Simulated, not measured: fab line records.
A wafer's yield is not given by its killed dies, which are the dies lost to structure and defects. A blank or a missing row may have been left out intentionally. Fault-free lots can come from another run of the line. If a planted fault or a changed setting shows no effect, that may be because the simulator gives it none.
fab line records + flow n5-finfet + part 2 of 2: steps 25 to 36 of 36
record:
- lots: 5
- wafers: 15
- last-day: 17
route steps=1938 shown BEOL_M7@1328 BEOL_M8@1332
lots untouched by any fault: they come from a run of this same line in which no faults occurred
start-h: hours from the record's first day to the start of the lot's first wafer shown + wait-h: hours since the lot's step before + " same as the row above + L1.1+2: one row covering several wafers at once + - value missing, or start not given + * or withheld: withheld + < > ~ a bound
route shown NAME@n: names a module that has steps shown in the file, with the first one's number in the route + usual: average and standard deviation across the fault-free wafers + same: alike in all rows + chamber/n: place in a boat + sites: each site's reading + _std_site: standard deviation across them + _edge_site: mean of outer sites minus mean of inner sites + radius-mm: how far each site lies from the wafer's centre + mask NAME#n: copy n + behind: the tool/chamber that last shaped the wafer + hold: what put the lot on hold/how long, in hours/how the hold closed + device: names the non-switching transistor (n, p or np) + end of line: tests run on the same wafers once the route is complete + a step with no rows: only its recipe + killed: dies lost to structure and defects at the first sort, not the wafer's yield + map: dies across one wafer; x = killed, . = not, _ = none there
set.NAME: the run value of the setting; set.NAME@STEP: its run value at that earlier step + model.NAME: the simulator's own value behind a step, which no gauge read
lots seen at some steps along the route; tables by step, rows by wafer
services: from which hour (start-h, from the record's first day; less than 0 if before it) a tool's chamber was out of use, for how many hours, and why
== steps ==
step: N5_BEOL_M8_STRIP_67
recipe:
- chemistry: CF4
- resist: SiARC
- power-w: 300
- bias-power-w: 75
- pressure-mtorr: 50
- cf4-flow-sccm: 150
- rf-frequency-hz: 6e+07
usual:
- drypump-motor-current-A: 5.6/0.34
- oes-product-au: 0.79/0.085
- rf-vpp-V: 271.5/1.5
- showerhead-plenum-p-Torr: 1.81/0.053
- throttle-valve-pct: 13.47/0.2
| lot.wafer | tool        | chamber | start-h | wait-h | drypump-motor-current-A | oes-product-au | rf-hours-counter-h | rf-vpp-V | showerhead-plenum-p-Torr | throttle-valve-pct |
|-----------|-------------|---------|---------|--------|-------------------------|----------------|--------------------|----------|--------------------------|--------------------|
| L075.1    | rie-diel-05 | 0       | 218.65  | 0.0    | 5.6                     | 0.84           | 64                 | 273.6    | 1.91                     | 13.54              |
| L075.2    | "           | 1       | "       | "      | 5.4                     | 0.94           | 11                 | 269.5    | 1.78                     | 13.42              |
| L075.6    | "           | 2       | "       | "      | 5.8                     | 0.69           | -                  | 270.8    | 1.84                     | 13.36              |
| L081.1    | rie-diel-04 | 1       | 243.39  | 0.0    | 5.4                     | 0.88           | 27                 | 271.7    | 1.74                     | 13.01              |
| L081.3    | "           | 2       | "       | "      | 5.7                     | 0.72           | 199                | 272.4    | 1.86                     | 13.81              |
| L081.6    | "           | 3       | "       | "      | 5.0                     | 0.87           | -                  | 273.9    | 1.87                     | 13.22              |
| L082.1    | rie-diel-05 | 3       | 243.72  | 0.0    | 5.7                     | 0.70           | 228                | 271.2    | 1.78                     | 13.64              |
| L082.2    | "           | 1       | "       | "      | 5.4                     | 0.92           | 19                 | 270.4    | 1.77                     | 13.43              |
| L082.3    | "           | 0       | "       | "      | 5.6                     | 0.83           | 72                 | 271.3    | 1.91                     | 13.56              |
| L091.1    | rie-diel-04 | 2       | 301.75  | 0.0    | 5.7                     | 0.71           | 219                | 273.6    | 1.85                     | 13.84              |
| L091.4    | "           | 0       | "       | "      | 5.9                     | 0.73           | 215                | 272.9    | 1.77                     | 13.64              |
| L091.5    | "           | 1       | "       | "      | 5.4                     | 0.85           | -                  | 269.8    | 1.74                     | 13.06              |
| L095.1    | rie-diel-04 | 3       | 326.53  | 0.0    | 5.0                     | 0.83           | 90                 | 273.3    | 1.87                     | 13.28              |
| L095.5    | "           | 0       | "       | "      | 5.9                     | 0.72           | -                  | 270.2    | 1.77                     | 13.64              |
| L095.6    | "           | 3       | "       | "      | 5.0                     | 0.83           | -                  | 272.8    | 1.87                     | 13.30              |
step: N5_BEOL_M8_HM_OPEN_17
recipe:
- chemistry: Cl2/BCl3
- target-depth-a: 200
- overetch-a: 60
- target: TiN
- mask-material: SOC
- ion-energy-ev: 150
- pressure-mtorr: 10
- icp-w: 1000
- bias-w: 126
- Cl2_flow_sccm: 53.25
- bcl3-flow-sccm: 21.75
- Ar_flow_sccm: 25
usual:
- drypump-motor-current-A: 5.6/0.63
- mfc-ar-sccm: 24.99/0.078
- oes_ar_750_au: 0.79/0.056
- oes-product-au: 0.68/0.041
- throttle-valve-pct: 22.00/0.2
| lot.wafer | tool         | chamber | start-h | wait-h | drypump-motor-current-A | mfc-ar-sccm | oes_ar_750_au | oes-product-au | rf-hours-counter-h | throttle-valve-pct |
|-----------|--------------|---------|---------|--------|-------------------------|-------------|---------------|----------------|--------------------|--------------------|
| L075.1    | rie-metal-03 | 1       | 218.69  | 0.0    | 6.2                     | 24.86       | 0.79          | 0.70           | 28                 | 21.97              |
| L075.2    | "            | 0       | "       | "      | 4.7                     | 24.98       | 0.90          | 0.76           | 15                 | 21.84              |
| L075.6    | "            | 1       | "       | "      | 6.2                     | 24.86       | 0.79          | 0.70           | -                  | 21.97              |
| L081.1    | rie-metal-02 | 0       | 243.43  | 0.0    | 6.0                     | 24.99       | 0.76          | 0.65           | 48                 | 21.87              |
| L081.3    | "            | 0       | "       | "      | 6.0                     | 25.09       | 0.76          | 0.65           | -                  | 21.83              |
| L081.6    | "            | 0       | "       | "      | 6.1                     | 25.04       | 0.75          | 0.64           | -                  | 21.85              |
| L082.1    | rie-metal-03 | 1       | 243.76  | 0.0    | 6.2                     | 25.04       | 0.78          | 0.69           | 30                 | 21.97              |
| L082.2    | "            | 0       | "       | "      | 4.7                     | 24.94       | 0.88          | 0.75           | 17                 | 21.85              |
| L082.3    | "            | 0       | "       | "      | 4.7                     | 25.09       | 0.89          | 0.74           | -                  | 21.84              |
| L091.1    | rie-metal-01 | 1       | 301.79  | 0.0    | 5.0                     | 24.96       | 0.70          | 0.62           | 70                 | 22.37              |
| L091.4    | "            | 0       | "       | "      | 6.2                     | 24.91       | 0.78          | 0.66           | -                  | 21.85              |
| L091.5    | "            | 0       | "       | "      | 6.2                     | 24.88       | 0.78          | 0.67           | -                  | 21.85              |
| L095.1    | rie-metal-03 | 1       | 326.57  | 0.0    | 6.2                     | 24.92       | 0.76          | 0.67           | 37                 | 22.00              |
| L095.5    | "            | 0       | "       | "      | 4.7                     | 25.02       | 0.86          | 0.72           | -                  | 21.88              |
| L095.6    | "            | 1       | "       | "      | 6.2                     | 24.94       | 0.76          | 0.66           | -                  | 22.01              |
step: N5_BEOL_M8_STRIP_19
recipe:
- chemistry: O2
- power-w: 400
- temp-c: 40
- pressure-mtorr: 30
- rf-frequency-hz: 6e+07
- bias-power-w: 0
- overash-fraction: 0.2
- o2-flow-sccm: 225
usual:
- drypump-motor-current-A: 5.6/0.43
- oes-product-au: 0.79/0.07
- rf-vpp-V: 3.7/0.6
- showerhead-plenum-p-Torr: 2.10/0.064
- throttle-valve-pct: 16.58/0.16
| lot.wafer | tool        | chamber | start-h | wait-h | drypump-motor-current-A | oes-product-au | rf-hours-counter-h | rf-vpp-V | showerhead-plenum-p-Torr | throttle-valve-pct |
|-----------|-------------|---------|---------|--------|-------------------------|----------------|--------------------|----------|--------------------------|--------------------|
| L075.1    | rie-diel-05 | 2       | 218.83  | 0.1    | 5.7                     | 0.69           | 210                | 3.6      | 2.15                     | 16.35              |
| L075.2    | "           | 1       | "       | "      | 5.4                     | 0.95           | 11                 | 4.6      | 2.06                     | 16.55              |
| L075.6    | "           | 3       | "       | "      | 5.7                     | 0.69           | -                  | 3.3      | 2.09                     | 16.70              |
| L081.1    | rie-diel-04 | 3       | 243.65  | 0.2    | 5.0                     | 0.86           | 58                 | 3.5      | 2.23                     | 16.44              |
| L081.3    | "           | 2       | "       | "      | 5.7                     | 0.72           | 199                | 3.6      | 2.17                     | 16.85              |
| L081.6    | "           | 0       | "       | "      | 5.9                     | 0.76           | -                  | 4.0      | 2.09                     | 16.64              |
| L082.1    | rie-diel-02 | 1       | 244.02  | 0.2    | 5.4                     | 0.88           | 25                 | 3.9      | 2.11                     | 16.50              |
| L082.2    | "           | 3       | "       | "      | 5.5                     | 0.85           | 63                 | 4.3      | 2.04                     | 16.71              |
| L082.3    | "           | 0       | "       | "      | 5.4                     | 0.78           | 136                | 4.3      | 2.10                     | 16.47              |
| L091.1    | rie-diel-02 | 1       | 301.90  | 0.1    | 5.4                     | 0.86           | 44                 | 4.3      | 2.10                     | 16.52              |
| L091.4    | "           | 2       | "       | "      | 6.6                     | 0.73           | 196                | 3.5      | 2.01                     | 16.73              |
| L091.5    | "           | 1       | "       | "      | 5.4                     | 0.87           | -                  | 3.9      | 2.11                     | 16.51              |
| L095.1    | rie-diel-02 | 2       | 326.68  | 0.1    | 6.6                     | 0.72           | 206                | 4.2      | 2.01                     | 16.74              |
| L095.5    | "           | 3       | "       | "      | 5.5                     | 0.82           | -                  | 4.8      | 2.04                     | 16.75              |
| L095.6    | "           | 2       | "       | "      | 6.6                     | 0.72           | -                  | 3.5      | 2.01                     | 16.74              |
step: N5_BEOL_M8_CD_MEAS_18
recipe:
- pitch-nm: 80
- target-cd-nm: 40
usual:
- cd-nm: 39.9/0.55
| lot.wafer | tool      | chamber | start-h | wait-h | cd-nm |
|-----------|-----------|---------|---------|--------|-------|
| L075.1    | cd-sem-02 | -       | 218.90  | 0.0    | 39.7  |
| L075.2    | "         | -       | "       | "      | 39.4  |
| L075.6    | "         | -       | "       | "      | 40.0  |
| L081.1    | cd-sem-02 | -       | 243.72  | 0.0    | 38.7  |
| L081.3    | "         | -       | "       | "      | 40.5  |
| L081.6    | "         | -       | "       | "      | 39.1  |
| L082.1    | cd-sem-03 | -       | 244.09  | 0.0    | 40.1  |
| L082.2    | "         | -       | "       | "      | 39.5  |
| L082.3    | "         | -       | "       | "      | 40.3  |
| L091.1    | cd-sem-02 | -       | 301.97  | 0.0    | 38.9  |
| L091.4    | "         | -       | "       | "      | 39.7  |
| L091.5    | "         | -       | "       | "      | 39.6  |
| L095.1    | cd-sem-03 | -       | 326.75  | 0.0    | 40.5  |
| L095.5    | "         | -       | "       | "      | 40.2  |
| L095.6    | "         | -       | "       | "      | 39.7  |
step: N5_BEOL_M8_COAT_63
recipe:
- resist: SOC
- temp-c: 250
- time-s: 60
- spin-rpm: 1500
- resist-thk-nm: 60
same:
- time-s: 60
| lot.wafer  | tool           | chamber | start-h | wait-h |
|------------|----------------|---------|---------|--------|
| L075.1+2+6 | litho-track-02 | 0       | 218.99  | 0.1    |
| L081.1+3+6 | litho-track-03 | 0       | 243.94  | 0.2    |
| L082.1+2+3 | litho-track-02 | 0       | 244.52  | 0.4    |
| L091.1+4+5 | litho-track-03 | 0       | 303.31  | 1.3    |
| L095.1+5+6 | litho-track-03 | 0       | 326.79  | 0.0    |
step: N5_BEOL_M8_COAT_64
recipe:
- resist: SiARC
- temp-c: 220
- time-s: 60
- spin-rpm: 1500
- resist-thk-nm: 12
same:
- time-s: 60
| lot.wafer  | tool           | chamber | start-h | wait-h |
|------------|----------------|---------|---------|--------|
| L075.1+2+6 | litho-track-02 | 0       | -       | -      |
| L081.1+3+6 | litho-track-03 | 0       | -       | -      |
| L082.1+2+3 | litho-track-02 | 0       | -       | -      |
| L091.1+4+5 | litho-track-03 | 0       | -       | -      |
| L095.1+5+6 | litho-track-03 | 0       | -       | -      |
step: N5_BEOL_M8_COAT_71
recipe:
- resist: underlayer
- temp-c: 205
- time-s: 60
- spin-rpm: 1500
- resist-thk-nm: 5
same:
- time-s: 60
| lot.wafer  | tool           | chamber | start-h | wait-h |
|------------|----------------|---------|---------|--------|
| L075.1+2+6 | litho-track-02 | 0       | -       | -      |
| L081.1+3+6 | litho-track-03 | 0       | -       | -      |
| L082.1+2+3 | litho-track-02 | 0       | -       | -      |
| L091.1+4+5 | litho-track-03 | 0       | -       | -      |
| L095.1+5+6 | litho-track-03 | 0       | -       | -      |
step: N5_BEOL_M8_COAT_22
recipe:
- resist: CAR-EUV
- spin-rpm: 1500
- resist-thk-nm: 30
| lot.wafer  | tool           | chamber | start-h | wait-h |
|------------|----------------|---------|---------|--------|
| L075.1+2+6 | litho-track-02 | 0       | -       | -      |
| L081.1+3+6 | litho-track-03 | 0       | -       | -      |
| L082.1+2+3 | litho-track-02 | 0       | -       | -      |
| L091.1+4+5 | litho-track-03 | 0       | -       | -      |
| L095.1+5+6 | litho-track-03 | 0       | -       | -      |
step: N5_BEOL_M8_EBR_24
recipe:
- solvent: PGMEA
- ebr-width-mm: 1.5
| lot.wafer  | tool           | chamber | start-h | wait-h |
|------------|----------------|---------|---------|--------|
| L075.1+2+6 | litho-track-02 | 0       | -       | -      |
| L081.1+3+6 | litho-track-03 | 0       | -       | -      |
| L082.1+2+3 | litho-track-02 | 0       | -       | -      |
| L091.1+4+5 | litho-track-03 | 0       | -       | -      |
| L095.1+5+6 | litho-track-03 | 0       | -       | -      |
step: N5_BEOL_M8_SOFTBAKE_23
recipe:
- temp-c: 110
- time-s: 60
- resist: CAR-EUV
same:
- time-s: 60
| lot.wafer  | tool           | chamber | start-h | wait-h |
|------------|----------------|---------|---------|--------|
| L075.1+2+6 | litho-track-02 | 0       | -       | -      |
| L081.1+3+6 | litho-track-03 | 0       | -       | -      |
| L082.1+2+3 | litho-track-02 | 0       | -       | -      |
| L091.1+4+5 | litho-track-03 | 0       | -       | -      |
| L095.1+5+6 | litho-track-03 | 0       | -       | -      |
step: N5_BEOL_M8_EXPOSE_25
recipe:
- mask-id: V7
- na: 0.33
- source-shape: annular
- sigma-inner: 0.4
- sigma-outer: 0.8
- polarization: unpolarized
- target-cd-nm: 40
- dose-mj: 42.5
same:
- sigma-inner: 0.4
| lot.wafer  | tool           | chamber | start-h | wait-h | mask |
|------------|----------------|---------|---------|--------|------|
| L075.1+2+6 | euv-scanner-01 | 0       | 219.25  | -      | V7#0 |
| L081.1+3+6 | euv-scanner-02 | 0       | 244.20  | -      | V7#0 |
| L082.1+2+3 | euv-scanner-02 | 0       | 244.66  | -      | V7#0 |
| L091.1+4+5 | euv-scanner-01 | 0       | 303.57  | -      | V7#0 |
| L095.1+5+6 | euv-scanner-02 | 0       | 327.07  | -      | V7#0 |
step: N5_BEOL_M8_PEB_26
recipe:
- peb-temp-c: 100
- peb-time-s: 60
- resist: CAR-EUV
same:
- peb-time-s: 60
| lot.wafer  | tool           | chamber | start-h | wait-h |
|------------|----------------|---------|---------|--------|
| L075.1+2+6 | litho-track-03 | 0       | 219.32  | 0.1    |
| L081.1+3+6 | litho-track-05 | 0       | 244.27  | 0.1    |
| L082.1+2+3 | litho-track-05 | 0       | 244.72  | 0.1    |
| L091.1+4+5 | litho-track-03 | 0       | 303.64  | 0.1    |
| L095.1+5+6 | litho-track-05 | 0       | 327.13  | 0.1    |
== services ==
| tool            | chamber | start-h | hours | kind   |
|-----------------|---------|---------|-------|--------|
| arfi-scanner-01 | -       | 193.76  | 4.9   | pm     |
| uv-cure-02      | -       | 202.91  | 8.6   | repair |
| rie-diel-05     | 3       | 207.52  | 3.0   | repair |
| euv-scanner-01  | -       | 214.38  | 1.0   | pm     |
| pecvd-02        | -       | 217.46  | 14.6  | pm     |
| arfi-scanner-01 | -       | 224.15  | 1.0   | pm     |
| euv-scanner-02  | -       | 233.68  | 1.0   | pm     |
| uv-cure-02      | -       | 251.35  | 1.0   | pm     |
| pecvd-03        | -       | 261.81  | 1.5   | repair |
| rie-diel-04     | 2       | 266.00  | 8.9   | repair |
| arfi-scanner-01 | -       | 267.83  | 0.8   | pm     |
| pecvd-01        | 2       | 269.11  | 12.2  | repair |
| euv-scanner-01  | -       | 270.53  | 1.0   | pm     |
| euv-scanner-02  | -       | 273.34  | 5.4   | repair |
| rie-metal-03    | -       | 276.10  | 14.6  | pm     |
| euv-scanner-02  | -       | 289.83  | 1.0   | pm     |
| uv-cure-02      | -       | 293.86  | 0.9   | repair |
| arfi-scanner-01 | -       | 301.60  | 3.1   | pm     |
| uv-cure-03      | -       | 307.51  | 2.1   | pm     |
| rie-diel-02     | 3       | 307.91  | 13.1  | repair |
| arfi-scanner-01 | -       | 310.28  | 1.3   | pm     |
| euv-scanner-01  | -       | 314.67  | 0.8   | repair |
| euv-scanner-02  | -       | 318.61  | 4.6   | pm     |
| pecvd-01        | 2       | 327.12  | 5.4   | repair |
